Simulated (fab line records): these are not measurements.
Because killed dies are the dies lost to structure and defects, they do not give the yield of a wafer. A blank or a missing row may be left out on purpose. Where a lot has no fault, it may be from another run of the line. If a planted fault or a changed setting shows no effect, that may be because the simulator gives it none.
fab line records	flow nand-harc
[record] lots = 24	wafers = 72	last-day = 33
route steps=1302 shown P_ZERO_WELL@14 P_STI@87 P_CONTACT@246
lots with no fault: from the same line, run without faults
start-h: hours from the record's opening day to when the first of the lot's shown wafers began	wait-h: time in hours since the lot's previous step	" unchanged from the row above	L1.1+2: a single row standing in for several wafers	- either no value or no given start	* or withheld: withheld	< > ~ a bound
route shown NAME@n: a module of which the file shows steps, and the number in the route of the first	usual: mean/standard deviation of fault-free wafers	same: alike in all rows	chamber/n: place in a boat	sites: each site's reading	_std_site: the values' standard deviation	_edge_site: inner sites' mean taken away from outer sites' mean	radius-mm: how far each site lies from the wafer's centre	mask NAME#n: copy n	behind: the most recent tool/chamber to have shaped the wafer	hold: why the lot was held/for how many hours/how that ended	device: names the non-switching transistor (n, p or np)	end of line: the tests these same wafers got at the end of their route	where a step has no rows: the recipe by itself	killed: dies lost to structure and defects at the first sort, not the wafer's yield	map: dies across one wafer; x = killed, . = not, _ = none there
set.NAME: the run value of the setting; set.NAME@STEP: its run value at that earlier step	model.NAME: the simulator's own value behind a step, which no gauge read
one table for each step of the route and one row for each wafer, over a sample of lots
services: from which hour (start-h, from the record's first day; less than 0 if before it) a tool's chamber was out of use, for how many hours, and why
[[steps]]
[step NHARC_P_ZERO_WELL_CD_MEAS_11]
[recipe] target-cd-nm = 500	landing-energy-ev = 500
[usual] cd-nm = 500.4/1.6
lot.wafer	tool	chamber	start-h	wait-h	cd-nm
L074.2	cd-sem-01	0	21.44	-	502.6
L074.5	"	0	"	"	500.9
L074.6	"	0	"	"	503.2
L075.1	cd-sem-02	0	31.12	-	499.6
L075.2	"	0	"	"	498.4
L075.5	"	0	"	"	498.8
L076.1	cd-sem-03	0	41.25	-	499.5
L076.4	"	0	"	"	498.3
L076.6	"	0	"	"	500.4
L077.4	cd-sem-02	0	51.13	-	503.2
L077.5	"	0	"	"	502.5
L077.6	"	0	"	"	501.1
L078.1	cd-sem-03	0	61.11	-	501.4
L078.2	"	0	"	"	499.8
L078.5	"	0	"	"	500.7
L079.2	cd-sem-01	0	71.11	-	501.9
L079.3	"	0	"	"	501.1
L079.6	"	0	"	"	498.6
L080.1	cd-sem-02	0	81.11	-	499.8
L080.4	"	0	"	"	500.3
L080.6	"	0	"	"	501.7
L081.1	cd-sem-02	0	91.12	-	498.5
L081.3	"	0	"	"	499.5
L081.5	"	0	"	"	497.7
L082.1	cd-sem-02	0	101.32	-	499.6
L082.2	"	0	"	"	498.4
L082.4	"	0	"	"	501.3
L083.2	cd-sem-01	0	111.25	-	500.1
L083.3	"	0	"	"	499.4
L083.5	"	0	"	"	500.5
L084.3	cd-sem-01	0	121.25	-	500.6
L084.5	"	0	"	"	496.4
L084.6	"	0	"	"	500.1
L085.2	cd-sem-02	0	131.12	-	498.6
L085.3	"	0	"	"	499.4
L085.5	"	0	"	"	502.5
L086.1	cd-sem-03	0	141.11	-	501.6
L086.3	"	0	"	"	499.9
L086.6	"	0	"	"	499.7
L087.2	cd-sem-01	0	151.24	-	499.0
L087.3	"	0	"	"	502.8
L087.5	"	0	"	"	500.7
L088.2	cd-sem-03	0	161.12	-	498.7
L088.3	"	0	"	"	498.9
L088.6	"	0	"	"	498.6
L089.2	cd-sem-03	0	171.24	-	502.9
L089.3	"	0	"	"	500.1
L089.4	"	0	"	"	500.8
L090.3	cd-sem-03	0	181.13	-	501.2
L090.4	"	0	"	"	501.5
L090.5	"	0	"	"	500.2
L091.2	cd-sem-03	0	191.24	-	502.5
L091.5	"	0	"	"	501.6
L091.6	"	0	"	"	500.8
L092.1	cd-sem-03	0	201.24	-	500.4
L092.4	"	0	"	"	499.9
L092.5	"	0	"	"	499.2
L093.1	cd-sem-03	0	211.23	-	502.2
L093.5	"	0	"	"	504.3
L093.6	"	0	"	"	502.5
L094.2	cd-sem-03	0	221.25	-	503.4
L094.3	"	0	"	"	499.6
L094.5	"	0	"	"	499.9
L095.3	cd-sem-01	0	231.12	-	498.0
L095.4	"	0	"	"	500.0
L095.5	"	0	"	"	501.2
L096.1	cd-sem-01	0	241.18	-	501.5
L096.3	"	0	"	"	499.5
L096.5	"	0	"	"	500.6
L097.2	cd-sem-02	0	251.12	-	499.4
L097.4	"	0	"	"	499.4
L097.6	"	0	"	"	502.9
[step NHARC_P_ZERO_WELL_CD_MEAS_37]
[recipe] target-cd-nm = 720	landing-energy-ev = 500
[usual] cd-nm = 719.7/1.9
lot.wafer	tool	chamber	start-h	wait-h	cd-nm
L074.2	cd-sem-01	0	24.45	-	719.8
L074.5	"	0	"	"	722.6
L074.6	"	0	"	"	720.3
L075.1	cd-sem-01	0	33.98	-	717.9
L075.2	"	0	"	"	720.1
L075.5	"	0	"	"	722.5
L076.1	cd-sem-01	0	44.15	-	717.7
L076.4	"	0	"	"	721.5
L076.6	"	0	"	"	719.0
L077.4	cd-sem-01	0	53.99	-	719.4
L077.5	"	0	"	"	719.9
L077.6	"	0	"	"	721.4
L078.1	cd-sem-01	0	64.14	-	719.2
L078.2	"	0	"	"	719.3
L078.5	"	0	"	"	721.1
L079.2	cd-sem-03	0	73.83	-	716.3
L079.3	"	0	"	"	718.4
L079.6	"	0	"	"	717.3
L080.1	cd-sem-03	0	84.00	-	718.0
L080.4	"	0	"	"	716.6
L080.6	"	0	"	"	718.2
L081.1	cd-sem-02	0	94.30	-	721.3
L081.3	"	0	"	"	720.4
L081.5	"	0	"	"	721.6
L082.1	cd-sem-03	0	104.34	-	721.2
L082.2	"	0	"	"	722.1
L082.4	"	0	"	"	722.0
L083.2	cd-sem-03	0	114.10	-	721.7
L083.3	"	0	"	"	721.4
L083.5	"	0	"	"	720.7
L084.3	cd-sem-03	0	124.35	-	721.1
L084.5	"	0	"	"	720.5
L084.6	"	0	"	"	721.5
L085.2	cd-sem-03	0	134.11	-	721.6
L085.3	"	0	"	"	720.8
L085.5	"	0	"	"	719.1
L086.1	cd-sem-01	0	144.03	-	720.8
L086.3	"	0	"	"	719.6
L086.6	"	0	"	"	720.7
L087.2	cd-sem-03	0	154.43	-	722.9
L087.3	"	0	"	"	722.2
L087.5	"	0	"	"	721.4
L088.2	cd-sem-03	0	164.09	-	714.4
L088.3	"	0	"	"	717.9
L088.6	"	0	"	"	716.3
L089.2	cd-sem-01	0	174.22	-	720.7
L089.3	"	0	"	"	722.1
L089.4	"	0	"	"	721.9
L090.3	cd-sem-03	0	184.54	-	723.1
L090.4	"	0	"	"	720.9
L090.5	"	0	"	"	721.5
L091.2	cd-sem-01	0	194.09	-	720.1
L091.5	"	0	"	"	718.5
L091.6	"	0	"	"	719.9
L092.1	cd-sem-03	0	203.99	-	719.3
L092.4	"	0	"	"	719.4
L092.5	"	0	"	"	721.3
L093.1	cd-sem-01	0	214.08	-	719.3
L093.5	"	0	"	"	718.8
L093.6	"	0	"	"	717.5
L094.2	cd-sem-02	0	228.16	-	721.1
L094.3	"	0	"	"	717.9
L094.5	"	0	"	"	721.0
L095.3	cd-sem-01	0	233.99	-	715.9
L095.4	"	0	"	"	715.8
L095.5	"	0	"	"	717.4
L096.1	cd-sem-02	0	244.15	-	718.6
L096.3	"	0	"	"	722.2
L096.5	"	0	"	"	718.3
L097.2	cd-sem-02	0	255.10	-	718.5
L097.4	"	0	"	"	719.1
L097.6	"	0	"	"	720.3
[step NHARC_P_ZERO_WELL_RTA_42]
[recipe] temp-c = 1100	time-s = 300
[usual] anneal-temp-c-max = 1105.3/1.1	lamp-power-pct = 35.0/1.2	wafer_temp_C_max = 1105.5/1.2
lot.wafer	tool	chamber	start-h	wait-h	anneal-temp-c-max	lamp-power-pct	wafer_temp_C_max
L074.2	rtp-anneal-01	0	27.36	-	1106.8	35.5	1105.6
L074.5	"	0	"	"	1105.3	35.6	1105.7
L074.6	"	0	"	"	1104.5	35.6	1105.0
L075.1	rtp-anneal-02	0	36.68	-	1103.6	32.9	1108.8
L075.2	"	0	"	"	1104.9	33.0	1107.1
L075.5	"	0	"	"	1104.1	33.0	1107.0
L076.1	rtp-anneal-02	0	46.86	-	1104.4	33.0	1107.4
L076.4	"	0	"	"	1103.5	33.0	1106.1
L076.6	"	0	"	"	1103.4	33.0	1109.9
L077.4	rtp-anneal-01	0	57.23	-	1104.7	35.6	1104.7
L077.5	"	0	"	"	1103.8	35.6	1105.2
L077.6	"	0	"	"	1105.6	35.6	1104.7
L078.1	rtp-anneal-02	0	66.99	-	1105.2	33.0	1106.2
L078.2	"	0	"	"	1104.9	32.9	1106.4
L078.5	"	0	"	"	1103.5	32.9	1107.2
L079.2	rtp-anneal-01	0	76.78	-	1104.1	35.6	1104.0
L079.3	"	0	"	"	1105.9	35.5	1104.6
L079.6	"	0	"	"	1105.5	35.5	1104.0
L080.1	rtp-anneal-01	0	87.18	-	1105.1	35.7	1105.9
L080.4	"	0	"	"	1106.9	35.7	1105.8
L080.6	"	0	"	"	1104.7	35.7	1107.1
L081.1	rtp-anneal-01	0	97.16	-	1104.3	35.6	1104.1
L081.3	"	0	"	"	1105.7	35.6	1106.2
L081.5	"	0	"	"	1107.6	35.5	1104.2
L082.1	rtp-anneal-01	0	108.93	-	1105.7	35.6	1105.7
L082.2	"	0	"	"	1105.8	35.7	1106.1
L082.4	"	0	"	"	1105.1	35.7	1105.7
L083.2	rtp-anneal-01	0	117.16	-	1105.0	35.5	1106.9
L083.3	"	0	"	"	1106.1	35.6	1104.8
L083.5	"	0	"	"	1105.3	35.6	1104.9
L084.3	rtp-anneal-01	0	127.36	-	1105.3	35.6	1106.4
L084.5	"	0	"	"	1104.9	35.7	1104.4
L084.6	"	0	"	"	1105.6	35.7	1105.0
L085.2	rtp-anneal-01	0	137.05	-	1103.7	35.6	1104.4
L085.3	"	0	"	"	1105.3	35.7	1107.6
L085.5	"	0	"	"	1105.2	35.7	1104.1
L086.1	rtp-anneal-01	0	146.80	-	1107.4	35.7	1103.5
L086.3	"	0	"	"	1105.4	35.7	1103.6
L086.6	"	0	"	"	1104.9	35.6	1105.1
L087.2	rtp-anneal-01	0	157.31	-	1105.4	35.6	1104.5
L087.3	"	0	"	"	1105.7	35.6	1104.1
L087.5	"	0	"	"	1105.8	35.6	1107.8
L088.2	rtp-anneal-01	0	166.97	-	1105.2	35.6	1104.6
L088.3	"	0	"	"	1108.3	35.7	1104.0
L088.6	"	0	"	"	1106.2	35.7	1106.1
L089.2	rtp-anneal-01	0	177.12	-	1105.8	35.7	1104.2
L089.3	"	0	"	"	1105.6	35.7	1104.6
L089.4	"	0	"	"	1105.5	35.7	1103.9
L090.3	rtp-anneal-02	0	187.54	-	1103.7	32.9	1105.6
L090.4	"	0	"	"	1105.0	32.9	1106.2
L090.5	"	0	"	"	1105.0	32.9	1105.8
L091.2	rtp-anneal-01	0	196.98	-	1105.5	35.6	1106.2
L091.5	"	0	"	"	1105.4	35.7	1105.6
L091.6	"	0	"	"	1105.3	35.7	1106.3
L092.1	rtp-anneal-01	0	206.64	-	1105.2	35.6	1104.0
L092.4	"	0	"	"	1106.3	35.7	1104.5
L092.5	"	0	"	"	1107.3	35.6	1104.4
L093.1	rtp-anneal-02	0	216.74	-	1103.9	32.9	1108.4
L093.5	"	0	"	"	1105.8	32.9	1105.3
L093.6	"	0	"	"	1105.3	33.0	1106.3
L094.2	rtp-anneal-01	0	231.02	-	1107.0	35.7	1103.8
L094.3	"	0	"	"	1105.6	35.6	1105.1
L094.5	"	0	"	"	1107.1	35.6	1102.9
L095.3	rtp-anneal-01	0	237.01	-	1105.7	35.6	1106.1
L095.4	"	0	"	"	1105.6	35.6	1105.5
L095.5	"	0	"	"	1105.6	35.6	1105.8
L096.1	rtp-anneal-01	0	247.03	-	1105.7	35.7	1104.5
L096.3	"	0	"	"	1105.1	35.6	1106.0
L096.5	"	0	"	"	1104.2	35.6	1104.2
L097.2	rtp-anneal-02	0	258.01	-	1104.0	32.9	1108.2
L097.4	"	0	"	"	1104.8	33.0	1106.1
L097.6	"	0	"	"	1104.2	32.9	1107.4
[step NHARC_P_STI_DESCUM_14]
[recipe] time-s = 3	o2-flow-sccm = 200	ar-flow-sccm = 0	bias-power-w = 0	chemistry = O2
[usual] drypump-motor-current-A = 5.7/0.36	oes-product-au = 1.004/0.014	rf-vpp-V = 58.0/0.93	showerhead-plenum-p-Torr = 1.93/0.098	throttle-valve-pct = 11.311/0.0091
lot.wafer	tool	chamber	start-h	wait-h	drypump-motor-current-A	oes-product-au	rf-hours-counter-h	rf-vpp-V	showerhead-plenum-p-Torr	throttle-valve-pct
L074.2	rie-diel-09	0	50.48	-	5.4	1.000	7	59.8	2.06	11.314
L074.5	"	0	"	"	5.4	1.008	-	58.5	2.06	11.307
L074.6	"	1	"	"	6.1	0.999	-	56.4	1.79	11.314
L075.2	rie-diel-04	3	58.98	-	5.5	1.000	2	57.4	1.78	11.324
L075.1	"	0	"	"	5.5	0.973	2	57.1	1.92	11.302
L075.5	"	1	"	"	5.3	1.008	-	56.7	1.91	11.299
L076.4	rie-diel-08	1	67.54	-	5.5	0.973	2	57.7	1.92	11.308
L076.1	"	3	"	"	5.9	1.000	2	57.3	1.95	11.317
L076.6	"	2	"	"	5.9	0.998	-	57.5	2.06	11.315
L077.4	rie-diel-04	2	75.91	-	6.3	1.029	4	58.7	2.05	11.306
L077.6	"	2	"	"	6.3	1.019	-	58.4	2.05	11.298
L077.5	"	3	"	"	5.5	1.008	-	56.8	1.78	11.338
L078.1	rie-diel-04	0	86.83	-	5.5	0.973	3	57.2	1.92	11.318
L078.2	"	1	"	"	5.2	1.003	3	56.8	1.91	11.319
L078.5	"	1	"	"	5.3	1.005	-	57.5	1.91	11.328
L079.3	rie-diel-04	1	94.18	-	5.2	1.001	3	58.4	1.91	11.325
L079.2	"	2	"	"	6.3	1.021	4	57.5	2.05	11.317
L079.6	"	1	"	"	5.2	0.995	-	57.3	1.91	11.325
L080.4	rie-diel-09	1	104.55	-	6.0	0.990	11	56.2	1.79	11.312
L080.1	"	0	"	"	5.4	0.990	11	60.2	2.06	11.309
L080.6	"	2	"	"	5.1	0.999	-	58.2	2.00	11.311
L081.3	rie-diel-04	0	118.50	-	5.5	0.981	6	58.7	1.92	11.313
L081.1	"	2	"	"	6.3	1.020	7	58.4	2.05	11.309
L081.5	"	1	"	"	5.2	1.007	-	58.9	1.91	11.304
L082.4	rie-diel-09	2	124.77	-	5.1	1.026	12	59.7	2.00	11.312
L082.1	"	3	"	"	6.0	1.011	14	58.9	2.00	11.306
L082.2	"	0	"	"	5.4	0.997	14	57.6	2.06	11.325
L083.2	rie-diel-04	0	135.45	-	5.5	0.972	6	58.3	1.91	11.326
L083.3	"	2	"	"	6.2	1.028	8	57.8	2.05	11.303
L083.5	"	0	"	"	5.5	0.980	-	57.1	1.91	11.316
L084.3	rie-diel-08	3	146.57	-	5.9	1.008	4	57.7	1.95	11.299
L084.5	"	3	"	"	5.9	1.001	-	59.9	1.95	11.304
L084.6	"	0	"	"	5.7	1.011	-	57.5	1.98	11.308
L085.2	rie-diel-09	1	159.09	-	6.0	1.013	1	58.4	1.78	11.303
L085.3	"	2	"	"	5.1	0.992	1	59.5	2.00	11.301
L085.5	"	3	"	"	6.0	1.019	-	57.2	2.00	11.313
L086.3	rie-diel-04	0	164.46	-	5.5	0.973	8	57.0	1.91	11.315
L086.1	"	1	"	"	5.3	1.002	9	57.5	1.91	11.296
L086.6	"	3	"	"	5.5	1.013	-	56.6	1.78	11.296
L087.3	rie-diel-04	3	173.35	-	5.5	1.015	11	56.5	1.78	11.315
L087.2	"	1	"	"	5.3	1.013	10	59.1	1.91	11.313
L087.5	"	2	"	"	6.3	1.026	-	57.8	2.04	11.302
L088.3	rie-diel-08	0	182.93	-	5.7	0.999	6	58.1	1.98	11.325
L088.2	"	1	"	"	5.6	0.980	6	57.7	1.92	11.308
L088.6	"	3	"	"	5.9	0.999	-	58.5	1.94	11.300
L089.4	rie-diel-04	2	192.41	-	6.3	1.018	0	57.1	2.04	11.322
L089.2	"	0	"	"	5.5	0.998	1	57.9	1.91	11.319
L089.3	"	1	"	"	5.3	1.015	0	57.8	1.91	11.303
L090.4	rie-diel-08	1	204.47	-	5.5	0.974	1	57.5	1.92	11.319
L090.3	"	2	"	"	5.9	0.988	0	57.6	2.06	11.310
L090.5	"	3	"	"	5.9	0.995	-	58.1	1.94	11.307
L091.2	rie-diel-04	3	215.85	-	5.5	1.011	2	57.2	1.78	11.313
L091.5	"	3	"	"	5.5	0.998	-	57.5	1.78	11.302
L091.6	"	0	"	"	5.5	0.992	-	58.9	1.91	11.307
L092.1	rie-diel-09	1	223.53	-	6.0	1.004	7	56.3	1.78	11.309
L092.4	"	3	"	"	6.0	1.017	8	58.9	2.00	11.317
L092.5	"	1	"	"	6.0	1.012	-	58.5	1.78	11.318
L093.1	rie-diel-04	1	236.92	-	5.2	1.011	3	58.1	1.91	11.329
L093.5	"	2	"	"	6.2	1.013	-	57.3	2.04	11.310
L093.6	"	3	"	"	5.5	1.014	-	58.3	1.78	11.307
L094.3	rie-diel-09	2	247.66	-	5.1	1.004	9	58.0	2.00	11.319
L094.2	"	3	"	"	6.0	1.015	10	56.3	2.00	11.324
L094.5	"	1	"	"	6.0	1.010	-	56.2	1.78	11.317
L095.4	rie-diel-09	0	253.89	-	5.4	1.004	6	59.1	2.05	11.314
L095.3	"	2	"	"	5.1	1.004	10	58.0	2.00	11.313
L095.5	"	0	"	"	5.4	1.016	-	57.9	2.05	11.327
L096.3	rie-diel-08	2	264.27	-	5.9	0.994	3	58.4	2.06	11.312
L096.1	"	0	"	"	5.7	1.013	3	57.9	1.98	11.312
L096.5	"	2	"	"	5.9	0.995	-	58.5	2.06	11.315
L097.4	rie-diel-09	1	273.22	-	6.0	1.010	11	56.5	1.78	11.330
L097.2	"	3	"	"	6.0	1.012	13	59.5	2.00	11.304
L097.6	"	2	"	"	5.1	1.008	-	57.4	2.00	11.315
[step NHARC_P_STI_CD_MEAS_16]
[usual] cd-nm = 200.3/2.2
lot.wafer	tool	chamber	start-h	wait-h	cd-nm
L074.2	cd-sem-03	-	50.91	-	201.6
L074.5	"	-	"	"	202.7
L074.6	"	-	"	"	200.9
L075.1	cd-sem-02	-	59.40	-	195.9
L075.2	"	-	"	"	200.5
L075.5	"	-	"	"	202.6
L076.1	cd-sem-03	-	67.98	-	196.7
L076.4	"	-	"	"	198.0
L076.6	"	-	"	"	203.4
L077.4	cd-sem-02	-	76.35	-	198.6
L077.5	"	-	"	"	198.1
L077.6	"	-	"	"	202.5
L078.1	cd-sem-02	-	87.30	-	203.1
L078.2	"	-	"	"	198.5
L078.5	"	-	"	"	202.3
L079.2	cd-sem-03	-	94.61	-	200.5
L079.3	"	-	"	"	197.3
L079.6	"	-	"	"	198.6
L080.1	cd-sem-02	-	104.99	-	200.0
L080.4	"	-	"	"	201.2
L080.6	"	-	"	"	200.0
L081.1	cd-sem-02	-	118.93	-	201.8
L081.3	"	-	"	"	201.2
L081.5	"	-	"	"	201.4
L082.1	cd-sem-03	-	125.20	-	197.7
L082.2	"	-	"	"	196.5
L082.4	"	-	"	"	202.7
L083.2	cd-sem-01	-	135.88	-	198.6
L083.3	"	-	"	"	197.9
L083.5	"	-	"	"	201.2
L084.3	cd-sem-01	-	147.01	-	196.4
L084.5	"	-	"	"	199.8
L084.6	"	-	"	"	200.4
L085.2	cd-sem-03	-	159.56	-	206.0
L085.3	"	-	"	"	203.1
L085.5	"	-	"	"	203.1
L086.1	cd-sem-01	-	164.88	-	201.7
L086.3	"	-	"	"	199.3
L086.6	"	-	"	"	201.0
L087.2	cd-sem-03	-	173.83	-	198.1
L087.3	"	-	"	"	200.4
L087.5	"	-	"	"	194.3
L088.2	cd-sem-03	-	183.35	-	202.9
L088.3	"	-	"	"	199.7
L088.6	"	-	"	"	197.7
L089.2	cd-sem-03	-	192.85	-	199.5
L089.3	"	-	"	"	201.5
L089.4	"	-	"	"	198.5
L090.3	cd-sem-01	-	204.90	-	202.7
L090.4	"	-	"	"	199.4
L090.5	"	-	"	"	201.1
L091.2	cd-sem-02	-	216.29	-	204.5
L091.5	"	-	"	"	202.3
L091.6	"	-	"	"	202.4
L092.1	cd-sem-01	-	223.97	-	200.6
L092.4	"	-	"	"	199.3
L092.5	"	-	"	"	198.6
L093.1	cd-sem-03	-	237.33	-	200.0
L093.5	"	-	"	"	199.1
L093.6	"	-	"	"	198.9
L094.2	cd-sem-03	-	248.09	-	203.4
L094.3	"	-	"	"	199.6
L094.5	"	-	"	"	201.5
L095.3	cd-sem-02	-	254.34	-	201.0
L095.4	"	-	"	"	203.3
L095.5	"	-	"	"	204.1
L096.1	cd-sem-03	-	264.70	-	197.7
L096.3	"	-	"	"	200.5
L096.5	"	-	"	"	198.1
L097.2	cd-sem-03	-	273.66	-	200.5
L097.4	"	-	"	"	199.2
L097.6	"	-	"	"	201.3
[step NHARC_P_CONTACT_PVD_32]
[recipe] target-thk-a = 50	chamber-pressure-pa = 5	power-w = 5000	substrate-temp-c = 200	time-s = 17.7	material = Ti
[usual] cathode-dc-power-W = 5000.0/1	throttle-valve-pct = 29.8/0.83
lot.wafer	tool	chamber	start-h	wait-h	cathode-dc-power-W	throttle-valve-pct
L074.2	pvd-sputter-02	-	-	-	4999.9	31.0
L074.6	"	-	"	"	5001.3	29.5
L074.5	"	-	"	"	5000.4	30.8
L075.2	pvd-sputter-03	-	-	-	4999.1	29.8
L075.1	"	-	"	"	5000.4	28.7
L075.5	"	-	"	"	5001.4	31.1
L076.4	pvd-sputter-03	-	-	-	5000.3	29.2
L076.1	"	-	"	"	5000.7	31.2
L076.6	"	-	"	"	4998.8	29.5
L077.4	pvd-sputter-02	-	-	-	4999.2	29.2
L077.5	"	-	"	"	4997.2	29.5
L077.6	"	-	"	"	4998.5	30.5
L078.1	pvd-sputter-03	-	-	-	4999.1	29.2
L078.2	"	-	"	"	5000.5	30.9
L078.5	"	-	"	"	4998.7	30.7
L079.3	pvd-sputter-01	-	-	-	5000.6	29.9
L079.2	"	-	"	"	5001.1	29.4
L079.6	"	-	"	"	5002.7	29.8
L080.4	pvd-sputter-01	-	-	-	5000.6	30.1
L080.1	"	-	"	"	4999.4	28.1
L080.6	"	-	"	"	5000.2	29.9
L081.1	pvd-sputter-02	-	-	-	5000.9	30.1
L081.3	"	-	"	"	4999.9	30.8
L081.5	"	-	"	"	5000.1	30.9
L082.2	pvd-sputter-03	-	-	-	4999.0	30.8
L082.1	"	-	"	"	4998.7	28.6
L082.4	"	-	"	"	5000.6	29.5
L084.3	pvd-sputter-03	-	-	-	5001.1	30.2
L084.5	"	-	"	"	4998.2	29.7
L084.6	"	-	"	"	5000.4	30.6
L083.3	pvd-sputter-02	-	-	-	5000.3	31.1
L083.2	"	-	"	"	5001.4	29.0
L083.5	"	-	"	"	5000.3	31.1
L085.2	pvd-sputter-02	-	-	-	4999.3	31.4
L085.3	"	-	"	"	5001.2	30.9
L085.5	"	-	"	"	5000.0	29.0
L086.3	pvd-sputter-03	-	-	-	4999.2	30.6
L086.1	"	-	"	"	4998.4	28.9
L086.6	"	-	"	"	4999.6	29.7
L087.2	pvd-sputter-02	-	-	-	5000.9	29.9
L087.3	"	-	"	"	4999.6	31.2
L087.5	"	-	"	"	5000.0	29.8
L088.3	pvd-sputter-02	-	-	-	5000.3	29.1
L088.2	"	-	"	"	4998.7	31.1
L088.6	"	-	"	"	4997.9	29.2
L089.2	pvd-sputter-01	-	-	-	5000.5	30.3
L089.4	"	-	"	"	5001.6	28.7
L089.3	"	-	"	"	5001.7	29.1
L090.4	pvd-sputter-03	-	-	-	4999.3	28.4
L090.3	"	-	"	"	4999.3	29.9
L090.5	"	-	"	"	4998.4	28.4
L091.2	pvd-sputter-03	-	292.98	0.1	4997.1	28.8
L091.5	"	-	"	"	4999.3	28.4
L091.6	"	-	"	"	5000.3	29.7
L092.1	pvd-sputter-01	-	-	-	5000.0	28.5
L092.4	"	-	"	"	5000.4	30.5
L092.5	"	-	"	"	5001.6	29.1
L093.1	pvd-sputter-01	-	-	-	5001.0	30.3
L093.6	"	-	"	"	4999.0	30.4
L093.5	"	-	"	"	5001.3	28.6
L094.2	pvd-sputter-03	-	-	-	4999.5	28.5
L094.3	"	-	"	"	4999.1	30.2
L094.5	"	-	"	"	4999.7	28.7
L095.3	pvd-sputter-01	-	-	-	4999.1	30.3
L095.4	"	-	"	"	4999.9	28.8
L095.5	"	-	"	"	5000.1	29.3
L096.3	pvd-sputter-03	-	-	-	5000.1	30.1
L096.1	"	-	"	"	4999.2	28.7
L096.5	"	-	"	"	5000.3	30.5
L097.2	pvd-sputter-01	-	-	-	4998.7	29.0
L097.4	"	-	"	"	5001.0	30.3
L097.6	"	-	"	"	4999.3	28.5
[[services]]
tool	chamber	start-h	hours	kind
pvd-sputter-01	-	5.99	7.8	repair
pvd-sputter-03	-	41.49	0.5	repair
pvd-sputter-01	-	45.83	15.3	repair
rtp-anneal-01	-	49.11	0.7	repair
pvd-sputter-02	-	59.32	9.4	repair
rie-diel-04	0	59.76	10.1	repair
pvd-sputter-01	-	61.15	10.0	pm
rie-diel-04	2	86.37	1.4	repair
pvd-sputter-02	-	107.98	10.0	pm
rie-diel-09	2	109.03	2.2	repair
rie-diel-09	0	136.08	43.1	repair
rie-diel-09	-	143.19	9.0	pm
pvd-sputter-01	-	162.41	0.5	repair
rie-diel-04	0	165.66	13.1	repair
pvd-sputter-03	-	170.00	10.0	pm
rie-diel-04	-	177.90	9.0	pm
pvd-sputter-03	-	201.81	5.6	repair
pvd-sputter-01	-	239.15	10.0	pm
rie-diel-04	0	241.65	14.1	repair
rie-diel-04	0	259.85	10.5	repair
pvd-sputter-02	-	285.98	10.0	pm
rie-diel-04	2	301.95	12.0	repair
rie-diel-09	1	319.14	5.0	repair
rie-diel-09	-	320.19	9.0	pm
[[key]]
fault none
